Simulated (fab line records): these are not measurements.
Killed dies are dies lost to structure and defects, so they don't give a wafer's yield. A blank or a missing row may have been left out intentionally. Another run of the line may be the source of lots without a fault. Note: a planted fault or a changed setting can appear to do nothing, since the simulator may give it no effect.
Split-lot trial :: flow n5 finfet :: route with 1938 steps; 7 lots, 21 wafers read

== ABOUT THE SPLIT ==
At N5_BEOL_M9_ETCH_62 (etches SOC in N2/H2, target depth 110 nm, overetch 22 nm, time 165 s), the setting time s was moved away from the recipe's 165 s on 4 of the 21 wafers read, by -21.8% to +21.6%. This setting was run at the recipe's value on the other wafers.

The split's own step is where the reading is taken.

== THE READING ==
SiARC_of_BEOL_M9_COAT_60.thk nm (the simulator's own value, which no gauge read), in nm, at N5_BEOL_M9_ETCH_62 (etches SOC in N2/H2, target depth 110 nm, overetch 22 nm, time 165 s). There is no usual value for it anywhere in the file. The 17 wafers here that ran the recipe average 23.6 nm, standard deviation 0.17 nm.

wafer: L075.1
tool, chamber at the split: rie diel-05, 3,0
time s as run, s: 165
against the recipe: recipe
SiARC_of_BEOL_M9_COAT_60.thk nm, nm: 23.6
against lot-mates on the recipe: -

wafer: L075.5
tool, chamber at the split: rie diel-05, 3,0
time s as run, s: 165
against the recipe: recipe
SiARC_of_BEOL_M9_COAT_60.thk nm, nm: 23.6
against lot-mates on the recipe: -

wafer: L075.3
tool, chamber at the split: rie diel-05, 2
time s as run, s: 165
against the recipe: recipe
SiARC_of_BEOL_M9_COAT_60.thk nm, nm: 23.4
against lot-mates on the recipe: -

wafer: L082.1
tool, chamber at the split: rie diel-03, 0
time s as run, s: 165
against the recipe: recipe
SiARC_of_BEOL_M9_COAT_60.thk nm, nm: 23.8
against lot-mates on the recipe: -

wafer: L082.4
tool, chamber at the split: rie diel-03, 0
time s as run, s: 165
against the recipe: recipe
SiARC_of_BEOL_M9_COAT_60.thk nm, nm: 23.8
against lot-mates on the recipe: -

wafer: L082.5
tool, chamber at the split: rie diel-03, 0
time s as run, s: 165
against the recipe: recipe
SiARC_of_BEOL_M9_COAT_60.thk nm, nm: 23.6
against lot-mates on the recipe: -

wafer: L081.4
tool, chamber at the split: rie diel-05, 3
time s as run, s: 165
against the recipe: recipe
SiARC_of_BEOL_M9_COAT_60.thk nm, nm: 23.8
against lot-mates on the recipe: -

wafer: L081.5
tool, chamber at the split: rie diel-05, 2
time s as run, s: 165
against the recipe: recipe
SiARC_of_BEOL_M9_COAT_60.thk nm, nm: 23.4
against lot-mates on the recipe: -

wafer: L081.6
tool, chamber at the split: rie diel-05, 1
time s as run, s: 165
against the recipe: recipe
SiARC_of_BEOL_M9_COAT_60.thk nm, nm: 23.6
against lot-mates on the recipe: -

wafer: L085.2
tool, chamber at the split: rie diel-03, 3
time s as run, s: 165
against the recipe: recipe
SiARC_of_BEOL_M9_COAT_60.thk nm, nm: 23.2
against lot-mates on the recipe: -

wafer: L085.4
tool, chamber at the split: rie diel-03, 0
time s as run, s: 165
against the recipe: recipe
SiARC_of_BEOL_M9_COAT_60.thk nm, nm: 23.8
against lot-mates on the recipe: -

wafer: L085.6
tool, chamber at the split: rie diel-03, 2
time s as run, s: 180.8
against the recipe: +9.6%
SiARC_of_BEOL_M9_COAT_60.thk nm, nm: 23
against lot-mates on the recipe: -0.5

wafer: L086.4
tool, chamber at the split: rie diel-05, 0,1
time s as run, s: 165
against the recipe: recipe
SiARC_of_BEOL_M9_COAT_60.thk nm, nm: 23.6
against lot-mates on the recipe: -

wafer: L086.5
tool, chamber at the split: rie diel-05, 0,1
time s as run, s: 165
against the recipe: recipe
SiARC_of_BEOL_M9_COAT_60.thk nm, nm: 23.6
against lot-mates on the recipe: -

wafer: L086.6
tool, chamber at the split: rie diel-05, 0
time s as run, s: 129
against the recipe: -21.8%
SiARC_of_BEOL_M9_COAT_60.thk nm, nm: 25.2
against lot-mates on the recipe: +1.6

wafer: L089.4
tool, chamber at the split: rie diel-06, 3
time s as run, s: 165
against the recipe: recipe
SiARC_of_BEOL_M9_COAT_60.thk nm, nm: 23.4
against lot-mates on the recipe: -

wafer: L089.5
tool, chamber at the split: rie diel-06, 3
time s as run, s: 165
against the recipe: recipe
SiARC_of_BEOL_M9_COAT_60.thk nm, nm: 23.4
against lot-mates on the recipe: -

wafer: L089.6
tool, chamber at the split: rie diel-06, 2
time s as run, s: 165
against the recipe: recipe
SiARC_of_BEOL_M9_COAT_60.thk nm, nm: 23.6
against lot-mates on the recipe: -

wafer: L097.1
tool, chamber at the split: rie diel-06, 1
time s as run, s: 165
against the recipe: recipe
SiARC_of_BEOL_M9_COAT_60.thk nm, nm: 23.4
against lot-mates on the recipe: -

wafer: L097.2
tool, chamber at the split: rie diel-06, 3,0
time s as run, s: 200.6
against the recipe: +21.6%
SiARC_of_BEOL_M9_COAT_60.thk nm, nm: 21.8
against lot-mates on the recipe: -1.6

wafer: L097.3
tool, chamber at the split: rie diel-06, 3,0
time s as run, s: 200.6
against the recipe: +21.6%
SiARC_of_BEOL_M9_COAT_60.thk nm, nm: 21.8
against lot-mates on the recipe: -1.6
The file does not say which wafer passed through which chamber wherever a row lists several chambers: such a row stands for several wafers.

THE FIT
A straight line over all 21 wafers: SiARC_of_BEOL_M9_COAT_60.thk nm changes by -0.0782 nm for each +1% of time s; r = -0.97; the points scatter about the line by 0.17 nm.
The same after taking each lot's own level away (the mean of its wafers on the recipe; 21 wafers): -0.0727 nm for each +1%; r = -0.98; scatter 0.14 nm.
That fit puts the effect of the largest move of time s on the reading at 1.6 nm.
From 23.40 to 23.73 nm: that is the span of the lots' own levels, equal to 1.9 times the standard deviation above.
The two slopes agree, so the slope changes little with the lot-to-lot level.
Check: with one of the wafers moved furthest among these (-21.8%) left out of the fit, the line predicts +1.59 nm for it against its lot-mates. It came out at +1.6 nm against them.

== OTHER SPLITS APPLIED TO THESE WAFERS ==
Other splits were also applied to these wafers ahead of the reading. Each is held against what the fit with the lots' levels taken away leaves over:
other split on the same wafers: N5_BEOL_M6_TRENCH_ETCH_37 time s
wafers away from the commonest value: 7
r with SiARC_of_BEOL_M9_COAT_60.thk nm (lot level and that fit taken away): +0.19

other split on the same wafers: N5_BEOL_M7_ETCH_41 bias w
wafers away from the commonest value: 6
r with SiARC_of_BEOL_M9_COAT_60.thk nm (lot level and that fit taken away): -0.02

other split on the same wafers: N5_BEOL_M8_DESCUM_33 time s
wafers away from the commonest value: 6
r with SiARC_of_BEOL_M9_COAT_60.thk nm (lot level and that fit taken away): +0.08

other split on the same wafers: N5_BEOL_M8_VIA_ETCH_34 bias w
wafers away from the commonest value: 10
r with SiARC_of_BEOL_M9_COAT_60.thk nm (lot level and that fit taken away): +0.11

== FILE'S OWN FIT ==
SiARC_of_BEOL_M9_COAT_60.thk nm changes by -0.0718 nm for each +1% of time s, r = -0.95.
